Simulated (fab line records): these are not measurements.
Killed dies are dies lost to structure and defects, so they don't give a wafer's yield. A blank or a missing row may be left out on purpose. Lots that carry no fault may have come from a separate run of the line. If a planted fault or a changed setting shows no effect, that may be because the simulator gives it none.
fab line records | flow nandHarc
record: lots: 6 | wafers: 18 | lastDay: 33
route steps=1302 shown A_ONON_D2@546 END@1302
lots with no fault: from the same line, run without faults
startH: start of the lot's first displayed wafer, in hours after the record's first day | waitH: hours since the lot's step before | " identical to the entry in the row above | L1.1+2: a single row standing in for several wafers | - value missing, or start not given | * or withheld: withheld | < > ~ a bound
route shown NAME@n: a module of which the file shows steps, and the number in the route of the first | usual: the fault-free wafers' mean and standard deviation | same: alike in all rows | chamber/n: place in a boat | sites: the reading at each site | _std_site: standard deviation of those values | _edge_site: inner sites' mean taken away from outer sites' mean | radiusMm: how far each site lies from the wafer's centre | mask NAME#n: copy n | behind: the most recent tool/chamber to have shaped the wafer | hold: reason for holding the lot/hours on hold/outcome of the hold | device: transistor that didn't switch, given as n, p or np | end of line: at the end of the route, the tests of the same wafers | a step without rows: its recipe alone | killed: count of dies lost to structure and defects at first sort (not the wafer's yield) | map: dies across one wafer; x = killed, . = not, _ = none there
set.NAME: setting as actually run; set.NAME@STEP: the setting as run at that earlier step | model.NAME: the simulator's own value behind a step, which no gauge read
certain route steps with their lots: each step a table, each wafer a row
services: a tool's chamber out of use, with start hour (startH, from the record's first day; less than 0 if before it), hours out, and reason
== steps ==
step: NHARC_A_ONON_D2_THK_MEAS_02
recipe: thkMeasGauge: ellipsometry
usual: thkNm: 1000/9.3
lot.wafer | tool         | chamber | startH | waitH | thkNm
L149.2    | filmMetro-02 | -       | 309.21 | -     | 1000
L149.3    | "            | -       | "      | "     | 999
L149.4    | "            | -       | "      | "     | 999
L150.1    | filmMetro-01 | -       | 309.22 | -     | 993
L150.5    | "            | -       | "      | "     | 992
L150.6    | "            | -       | "      | "     | 991
L157.2    | filmMetro-01 | -       | 382.44 | -     | 1005
L157.4    | "            | -       | "      | "     | 1002
L157.5    | "            | -       | "      | "     | 1003
L158.1    | filmMetro-02 | -       | 392.01 | -     | 1011
L158.5    | "            | -       | "      | "     | 1011
L158.6    | "            | -       | "      | "     | 1011
L167.1    | filmMetro-01 | -       | 480.82 | -     | 997
L167.2    | "            | -       | "      | "     | 997
L167.4    | "            | -       | "      | "     | 995
L168.2    | filmMetro-01 | -       | 496.05 | -     | 995
L168.4    | "            | -       | "      | "     | 997
L168.6    | "            | -       | "      | "     | 996
step: NHARC_A_ONON_D2_DEP_03
recipe: targetThkA: 10000 | n2FlowSccm: 2750 | n2oFlowSccm: 2000 | nh3FlowSccm: 500 | sih4FlowSccm: 210 | tempC: 400
step: NHARC_A_ONON_D2_THK_MEAS_05
recipe: thkMeasGauge: ellipsometry
usual: thkNm: 997/10
lot.wafer | tool         | chamber | startH | waitH | thkNm
L149.2    | filmMetro-02 | -       | 309.77 | -     | 978
L149.3    | "            | -       | "      | "     | 976
L149.4    | "            | -       | "      | "     | 977
L150.1    | filmMetro-01 | -       | 309.78 | -     | 991
L150.5    | "            | -       | "      | "     | 990
L150.6    | "            | -       | "      | "     | 990
L157.2    | filmMetro-01 | -       | 383.01 | -     | 1005
L157.4    | "            | -       | "      | "     | 1005
L157.5    | "            | -       | "      | "     | 1002
L158.1    | filmMetro-01 | -       | 392.57 | -     | 1003
L158.5    | "            | -       | "      | "     | 1004
L158.6    | "            | -       | "      | "     | 1004
L167.1    | filmMetro-01 | -       | 481.39 | -     | 983
L167.2    | "            | -       | "      | "     | 983
L167.4    | "            | -       | "      | "     | 985
L168.2    | filmMetro-01 | -       | 496.62 | -     | 1005
L168.4    | "            | -       | "      | "     | 1005
L168.6    | "            | -       | "      | "     | 1005
step: NHARC_A_ONON_D2_DEP_06
recipe: targetThkA: 10000 | n2FlowSccm: 2750 | n2oFlowSccm: 2000 | nh3FlowSccm: 500 | sih4FlowSccm: 210 | tempC: 400
step: NHARC_A_ONON_D2_THK_MEAS_08
recipe: thkMeasGauge: ellipsometry
usual: thkNm: 999/11
lot.wafer | tool         | chamber | startH | waitH | thkNm
L149.2    | filmMetro-02 | -       | 310.34 | -     | 1005
L149.3    | "            | -       | "      | "     | 1006
L149.4    | "            | -       | "      | "     | 1005
L150.1    | filmMetro-02 | -       | 310.46 | -     | 988
L150.5    | "            | -       | "      | "     | 991
L150.6    | "            | -       | "      | "     | 990
L157.2    | filmMetro-01 | -       | 383.58 | -     | 995
L157.4    | "            | -       | "      | "     | 995
L157.5    | "            | -       | "      | "     | 994
L158.1    | filmMetro-02 | -       | 393.13 | -     | 986
L158.5    | "            | -       | "      | "     | 986
L158.6    | "            | -       | "      | "     | 986
L167.1    | filmMetro-01 | -       | 481.96 | -     | 1000
L167.2    | "            | -       | "      | "     | 1001
L167.4    | "            | -       | "      | "     | 1001
L168.2    | filmMetro-02 | -       | 497.18 | -     | 1011
L168.4    | "            | -       | "      | "     | 1013
L168.6    | "            | -       | "      | "     | 1014
step: NHARC_A_ONON_D2_DEP_09
recipe: targetThkA: 10000 | n2FlowSccm: 2750 | n2oFlowSccm: 2000 | nh3FlowSccm: 500 | sih4FlowSccm: 210 | tempC: 400
step: NHARC_A_ONON_D2_THK_MEAS_11
recipe: thkMeasGauge: ellipsometry
usual: thkNm: 1002/10
lot.wafer | tool         | chamber | startH | waitH | thkNm
L149.2    | filmMetro-02 | -       | 310.90 | -     | 1017
L149.3    | "            | -       | "      | "     | 1018
L149.4    | "            | -       | "      | "     | 1016
L150.1    | filmMetro-01 | -       | 311.03 | -     | 1006
L150.5    | "            | -       | "      | "     | 1007
L150.6    | "            | -       | "      | "     | 1008
L157.2    | filmMetro-01 | -       | 384.15 | -     | 1015
L157.4    | "            | -       | "      | "     | 1014
L157.5    | "            | -       | "      | "     | 1015
L158.1    | filmMetro-02 | -       | 393.70 | -     | 1003
L158.5    | "            | -       | "      | "     | 1002
L158.6    | "            | -       | "      | "     | 1003
L167.1    | filmMetro-01 | -       | 482.52 | -     | 1007
L167.2    | "            | -       | "      | "     | 1007
L167.4    | "            | -       | "      | "     | 1006
L168.2    | filmMetro-01 | -       | 497.75 | -     | 991
L168.4    | "            | -       | "      | "     | 987
L168.6    | "            | -       | "      | "     | 990
step: NHARC_A_ONON_D2_DEP_12
recipe: targetThkA: 10000 | n2FlowSccm: 2750 | n2oFlowSccm: 2000 | nh3FlowSccm: 500 | sih4FlowSccm: 210 | tempC: 400
step: NHARC_A_ONON_D2_THK_MEAS_14
recipe: thkMeasGauge: ellipsometry
usual: thkNm: 1001/12
lot.wafer | tool         | chamber | startH | waitH | thkNm
L149.2    | filmMetro-01 | -       | 311.47 | -     | 990
L149.3    | "            | -       | "      | "     | 989
L149.4    | "            | -       | "      | "     | 988
L150.1    | filmMetro-02 | -       | 311.59 | -     | 1010
L150.5    | "            | -       | "      | "     | 1008
L150.6    | "            | -       | "      | "     | 1008
L157.2    | filmMetro-01 | -       | 384.72 | -     | 1003
L157.4    | "            | -       | "      | "     | 1003
L157.5    | "            | -       | "      | "     | 1003
L158.1    | filmMetro-01 | -       | 394.26 | -     | 1016
L158.5    | "            | -       | "      | "     | 1017
L158.6    | "            | -       | "      | "     | 1016
L167.1    | filmMetro-01 | -       | 483.08 | -     | 980
L167.2    | "            | -       | "      | "     | 982
L167.4    | "            | -       | "      | "     | 981
L168.2    | filmMetro-01 | -       | 498.31 | -     | 1007
L168.4    | "            | -       | "      | "     | 1007
L168.6    | "            | -       | "      | "     | 1006
step: NHARC_A_ONON_D2_ANNEAL_15
recipe: tempC: 750 | timeS: 3600
step: NHARC_A_ONON_D2_DEP_16
recipe: targetThkA: 10000 | n2FlowSccm: 2750 | n2oFlowSccm: 2000 | nh3FlowSccm: 500 | sih4FlowSccm: 210 | tempC: 400
step: NHARC_A_ONON_D2_THK_MEAS_18
recipe: thkMeasGauge: ellipsometry
usual: thkNm: 1003/8.4
lot.wafer | tool         | chamber | startH | waitH | thkNm
L149.2    | filmMetro-01 | -       | 322.30 | -     | 1005
L149.3    | "            | -       | "      | "     | 1004
L149.4    | "            | -       | "      | "     | 1002
L150.1    | filmMetro-02 | -       | 322.31 | -     | 1010
L150.5    | "            | -       | "      | "     | 1010
L150.6    | "            | -       | "      | "     | 1012
L157.2    | filmMetro-02 | -       | 392.77 | -     | 1016
L157.4    | "            | -       | "      | "     | 1016
L157.5    | "            | -       | "      | "     | 1015
L158.1    | filmMetro-01 | -       | 402.03 | -     | 1011
L158.5    | "            | -       | "      | "     | 1013
L158.6    | "            | -       | "      | "     | 1012
L167.1    | filmMetro-02 | -       | 491.10 | -     | 996
L167.2    | "            | -       | "      | "     | 995
L167.4    | "            | -       | "      | "     | 996
L168.2    | filmMetro-01 | -       | 506.08 | -     | 1011
L168.4    | "            | -       | "      | "     | 1013
L168.6    | "            | -       | "      | "     | 1012
step: NHARC_A_ONON_D2_DEP_19
recipe: targetThkA: 10000 | n2FlowSccm: 2750 | n2oFlowSccm: 2000 | nh3FlowSccm: 500 | sih4FlowSccm: 210 | tempC: 400
lot.wafer  | tool         | chamber | startH | waitH
L149.2+3+4 | pecvdOnon-02 | 0       | 322.42 | 0.1
L150.1+5+6 | pecvdOnon-03 | 0       | 322.50 | 0.2
L157.2+4+5 | pecvdOnon-03 | 0       | 392.89 | 0.1
L158.1+5+6 | pecvdOnon-03 | 0       | 402.09 | 0.1
L167.1+2+4 | pecvdOnon-04 | 0       | 491.15 | 0.1
L168.2+4+6 | pecvdOnon-04 | 0       | 506.20 | 0.1
step: NHARC_A_ONON_D2_THK_MEAS_21
recipe: thkMeasGauge: ellipsometry
usual: thkNm: 999/10
lot.wafer | tool         | chamber | startH | waitH | hold                    | thkNm
L149.2    | filmMetro-01 | -       | 322.87 | -     | -                       | 1006
L149.3    | "            | -       | "      | "     | -                       | 1006
L149.4    | "            | -       | "      | "     | -                       | 1006
L150.1    | filmMetro-02 | -       | 323.01 | -     | -                       | 1007
L150.5    | "            | -       | "      | "     | -                       | 1007
L150.6    | "            | -       | "      | "     | -                       | 1007
L157.2    | filmMetro-02 | -       | 393.34 | -     | awaitDispo/0.2h/release | 1076
L157.4    | "            | -       | "      | "     | awaitDispo/0.2h/release | 1077
L157.5    | "            | -       | "      | "     | awaitDispo/0.2h/release | 1076
L157.2    | filmMetro-02 | -       | 393.51 | 0.2   | -                       | 1076
L157.4    | "            | -       | "      | "     | -                       | 1074
L157.5    | "            | -       | "      | "     | -                       | 1077
L158.1    | filmMetro-02 | -       | 402.60 | -     | awaitDispo/0.2h/release | 1074
L158.5    | "            | -       | "      | "     | awaitDispo/0.2h/release | 1074
L158.6    | "            | -       | "      | "     | awaitDispo/0.2h/release | 1075
L158.1    | filmMetro-02 | -       | 402.77 | 0.2   | -                       | 1076
L158.5    | "            | -       | "      | "     | -                       | 1076
L158.6    | "            | -       | "      | "     | -                       | 1075
L167.1    | filmMetro-01 | -       | 491.66 | -     | -                       | 989
L167.2    | "            | -       | "      | "     | -                       | 989
L167.4    | "            | -       | "      | "     | -                       | 987
L168.2    | filmMetro-01 | -       | 506.65 | -     | -                       | 1002
L168.4    | "            | -       | "      | "     | -                       | 1002
L168.6    | "            | -       | "      | "     | -                       | 1001
step: NHARC_END_SORT_01
recipe: tempC: 25
usual: killedAtArray: 55/22 | killedAtOther: 0.9/1.2 | killedAtPeriphery: 3.6/2.3 | killedDies: 60/22 | killedOpen: 3.2/1.9 | killedShort: 2.5/1.6
same: grossDies: 677
lot.wafer | tool      | chamber | startH | waitH | killedAtArray | killedAtOther | killedAtPeriphery | killedDies | killedOpen | killedShort
L150.1    | prober-02 | 0       | 589.26 | 2.5   | 89            | 0             | 2                 | 91         | 2          | 3
L150.5    | prober-02 | 0       | 592.49 | 3.7   | 78            | 1             | 2                 | 81         | 2          | 4
L150.6    | prober-02 | 0       | 593.30 | 4.0   | 75            | 0             | 2                 | 77         | 3          | 1
L149.2    | prober-01 | 0       | 590.07 | 2.8   | 22            | 0             | 4                 | 26         | 3          | 3
L149.3    | prober-01 | 0       | 590.86 | 3.1   | 28            | 1             | 5                 | 34         | 7          | 4
L149.4    | prober-01 | 0       | 591.65 | 3.4   | 30            | 0             | 7                 | 37         | 4          | 3
L157.2    | prober-01 | 0       | 656.41 | 2.8   | 35            | 2             | 6                 | 43         | 2          | 5
L157.4    | prober-01 | 0       | 658.01 | 3.4   | 35            | 1             | 3                 | 39         | 8          | 1
L157.5    | prober-01 | 0       | 658.81 | 3.7   | 25            | 2             | 1                 | 28         | 5          | 1
L158.1    | prober-02 | 0       | 714.23 | 2.5   | 36            | 0             | 1                 | 37         | 2          | 1
L158.5    | prober-02 | 0       | 717.46 | 3.7   | 38            | 1             | 2                 | 41         | 2          | 2
L158.6    | prober-02 | 0       | 718.27 | 4.0   | 54            | 1             | 5                 | 60         | 6          | 4
L167.1    | prober-01 | 0       | 771.79 | 2.5   | 29            | 1             | 4                 | 34         | 2          | 0
L167.2    | prober-01 | 0       | 772.60 | 2.8   | 30            | 3             | 2                 | 35         | 2          | 2
L167.4    | prober-01 | 0       | 774.21 | 3.4   | 34            | 4             | 5                 | 43         | 2          | 1
L168.2    | prober-02 | 0       | 780.46 | 2.8   | 78            | 0             | 3                 | 81         | 8          | 4
L168.4    | prober-02 | 0       | 782.11 | 3.5   | 32            | 0             | 2                 | 34         | 1          | 0
L168.6    | prober-02 | 0       | 783.75 | 4.1   | 51            | 1             | 5                 | 57         | 2          | 3
killed by level:class
L150.1 A_CHANNEL_HOLE_D1:chamberFilmFlake=30 A_CHANNEL_HOLE_D2:chamberFilmFlake=29 A_SLIT:chamberFilmFlake=17 A_CHANNEL_FILL_D1:chamberFilmFlake=3 A_STAIRCASE:chamberFilmFlake=3 A_CONTACT:chamberFilmFlake=2 P_CONTACT:geometricParticle:open=1 A_SOURCE_PLATE:geometricParticle:short=1
L149.2 A_CHANNEL_HOLE_D2:chamberFilmFlake=10 P_GATE:chamberFilmFlake=3 A_CHANNEL_HOLE_D1:chamberFilmFlake=2 A_BLC:chamberFilmFlake=2 P_CONTACT:geometricParticle:open=1 A_CHANNEL_HOLE_D1:geometricParticle:short=1 A_CHANNEL_HOLE_D2:geometricParticle:open=1 A_CHANNEL_FILL_D2:geometricParticle:short=1
L149.3 A_CHANNEL_HOLE_D2:chamberFilmFlake=11 A_CONTACT:geometricParticle:open=3 P_GATE:chamberFilmFlake=3 A_CHANNEL_HOLE_D1:chamberFilmFlake=3 A_CHANNEL_FILL_D1:chamberFilmFlake=2 A_STAIRCASE:chamberFilmFlake=2 P_GATE:geometricParticle:open=1 P_M0:geometricParticle:open=1
L149.4 A_CHANNEL_HOLE_D2:chamberFilmFlake=11 P_GATE:chamberFilmFlake=6 A_STAIRCASE:chamberFilmFlake=3 A_CHANNEL_HOLE_D1:chamberFilmFlake=2 A_CHANNEL_FILL_D1:chamberFilmFlake=2 A_CONTACT:chamberFilmFlake=2 P_M2:geometricParticle:short=1 A_CHANNEL_FILL_D1:geometricParticle:open=1
L150.5 A_CHANNEL_HOLE_D2:chamberFilmFlake=29 A_CHANNEL_HOLE_D1:chamberFilmFlake=19 A_SLIT:chamberFilmFlake=19 A_CONTACT:chamberFilmFlake=4 A_STAIRCASE:chamberFilmFlake=2 P_CONTACT:geometricParticle:short=1 A_ONON_D1:geometricParticle:short=1 A_CHANNEL_FILL_D1:geometricParticle:short=1
L150.6 A_CHANNEL_HOLE_D2:chamberFilmFlake=26 A_SLIT:chamberFilmFlake=19 A_CHANNEL_HOLE_D1:chamberFilmFlake=19 A_CONTACT:chamberFilmFlake=4 A_STAIRCASE:chamberFilmFlake=2 P_GATE:geometricParticle:open=1 A_ONON_D1:geometricParticle:open=1 A_STAIRCASE:geometricParticle:short=1
L157.2 A_CHANNEL_HOLE_D1:chamberFilmFlake=11 P_M2:chamberFilmFlake=5 A_CONTACT:chamberFilmFlake=5 A_SLIT:chamberFilmFlake=3 A_WL_FILL:geometricParticle:short=2 A_M1:chamberFilmFlake=2 A_DECK1_JOINT:chamberFilmFlake=2 A_CHANNEL_HOLE_D2:chamberFilmFlake=2
L157.4 A_CHANNEL_HOLE_D1:chamberFilmFlake=8 A_SLIT:chamberFilmFlake=5 A_CONTACT:chamberFilmFlake=5 A_CHANNEL_HOLE_D2:chamberFilmFlake=3 A_CHANNEL_FILL_D1:geometricParticle:open=2 A_ZERO_WELL:chamberFilmFlake=2 A_SGD_CUT:chamberFilmFlake=2 P_GATE:geometricParticle:open=1
L157.5 A_CHANNEL_HOLE_D1:chamberFilmFlake=5 A_SLIT:chamberFilmFlake=4 A_SGD_CUT:chamberFilmFlake=3 A_CONTACT:chamberFilmFlake=3 A_CHANNEL_HOLE_D2:chamberFilmFlake=2 THIN_TSV:chamberFilmFlake=2 A_CHANNEL_FILL_D1:geometricParticle:open=1 A_CHANNEL_HOLE_D2:geometricParticle:open=1
L158.1 A_CHANNEL_HOLE_D2:chamberFilmFlake=19 A_CHANNEL_HOLE_D1:chamberFilmFlake=5 A_WL_FILL:chamberFilmFlake=3 A_STAIRCASE:chamberFilmFlake=2 A_CONTACT:chamberFilmFlake=2 A_ONON_D1:geometricParticle:open=1 A_DECK1_JOINT:geometricParticle:short=1 A_M0:geometricParticle:open=1
L158.5 A_CHANNEL_HOLE_D1:chamberFilmFlake=13 A_CHANNEL_HOLE_D2:chamberFilmFlake=10 A_STAIRCASE:chamberFilmFlake=3 A_CONTACT:chamberFilmFlake=3 P_CONTACT:geometricParticle:open=1 A_CHANNEL_FILL_D1:geometricParticle:short=1 A_DECK1_JOINT:geometricParticle:short=1 A_M1:geometricParticle:open=1
L158.6 A_CHANNEL_HOLE_D2:chamberFilmFlake=19 A_CHANNEL_HOLE_D1:chamberFilmFlake=7 A_CONTACT:chamberFilmFlake=6 A_M1:chamberFilmFlake=4 A_ZERO_WELL:chamberFilmFlake=3 A_DECK1_JOINT:geometricParticle:short=2 A_M0:geometricParticle:open=2 P_ZERO_WELL:chamberFilmFlake=2
L167.1 A_CHANNEL_HOLE_D1:chamberFilmFlake=13 A_SLIT:chamberFilmFlake=5 A_CONTACT:chamberFilmFlake=5 A_CHANNEL_FILL_D1:chamberFilmFlake=3 P_ZERO_WELL:chamberFilmFlake=2 A_ONON_D2:geometricParticle:open=1 A_M0:geometricParticle:open=1 P_GATE:chamberFilmFlake=1
L167.2 A_CHANNEL_HOLE_D1:chamberFilmFlake=16 A_STAIRCASE:chamberFilmFlake=3 THIN_TSV:chamberFilmFlake=3 A_CHANNEL_FILL_D1:geometricParticle:short=2 A_SLIT:chamberFilmFlake=2 A_CONTACT:chamberFilmFlake=2 A_CHANNEL_FILL_D1:geometricParticle:open=1 A_BLC:geometricParticle:open=1
L167.4 A_CHANNEL_HOLE_D1:chamberFilmFlake=18 A_SLIT:chamberFilmFlake=6 A_CONTACT:chamberFilmFlake=6 THIN_TSV:chamberFilmFlake=4 P_M0:geometricParticle:short=1 A_CHANNEL_HOLE_D1:geometricParticle:open=1 A_DECK1_JOINT:geometricParticle:open=1 P_ZERO_WELL:chamberFilmFlake=1
L168.2 A_CHANNEL_HOLE_D2:chamberFilmFlake=27 A_CHANNEL_HOLE_D1:chamberFilmFlake=14 A_STAIRCASE:chamberFilmFlake=11 A_SLIT:chamberFilmFlake=5 P_GATE:chamberFilmFlake=3 A_WL_FILL:chamberFilmFlake=3 A_ONON_D2:geometricParticle:open=2 A_WL_FILL:geometricParticle:short=2
L168.4 A_CHANNEL_HOLE_D2:chamberFilmFlake=11 A_CHANNEL_HOLE_D1:chamberFilmFlake=10 A_STAIRCASE:chamberFilmFlake=9 P_M0:geometricParticle:open=1 P_GATE:chamberFilmFlake=1 A_SGD_CUT:chamberFilmFlake=1 A_SLIT:chamberFilmFlake=1
L168.6 A_CHANNEL_HOLE_D2:chamberFilmFlake=17 A_CHANNEL_HOLE_D1:chamberFilmFlake=9 A_STAIRCASE:chamberFilmFlake=9 A_SLIT:chamberFilmFlake=8 P_GATE:chamberFilmFlake=4 P_CONTACT:geometricParticle:open=1 A_BLC:geometricParticle:open=1 A_DECK1_JOINT:geometricParticle:short=1
== services ==
tool         | chamber | startH | hours | kind
pecvdOnon-04 | -       | 311.24 | 13.0  | pm
pecvdOnon-02 | -       | 366.00 | 13.0  | pm
pecvdOnon-03 | -       | 408.00 | 13.0  | pm
pecvdOnon-04 | -       | 492.24 | 13.0  | pm
== key ==
firstSign: step: NHARC_A_ONON_D2_THK_MEAS_21 | reading: visit | direction: added
effect: step: NHARC_A_ONON_D2_THK_MEAS_21 | reading: thkNm | direction: up | sigmas: 7.7 | usual: 999 | struck: 1075
metAt NHARC_A_ONON_D2_DEP_19
struckWafers L157.2,L157.4,L157.5,L158.1,L158.5,L158.6
testerLeftOut L157,L158
onsetBetween 322.50 392.89
earlierFault: kind: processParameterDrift | tool: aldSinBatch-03 | chamber: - | onsetH: 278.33 | steps: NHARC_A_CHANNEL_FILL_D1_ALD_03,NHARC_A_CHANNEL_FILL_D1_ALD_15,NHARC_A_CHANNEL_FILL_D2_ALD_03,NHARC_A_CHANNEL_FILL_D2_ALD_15 | channel: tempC | offset: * | shape: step | endH: 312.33 | stated: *
fault: kind: processParameterDrift | tool: pecvdOnon-03 | chamber: - | onsetH: 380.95 | steps: NHARC_A_ONON_D2_DEP_19 | channel: targetThkA | offset: * | shape: step | endH: 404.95 | actsIn: * | stated: *
testerLeftOut: of these lots the tester's yield and bins aren't shown, on N5 and GAA mostly nor the transistor test; their killed dies are dies lost to structure and defects alone, not to doping, threshold or leakage, so they don't give the yield
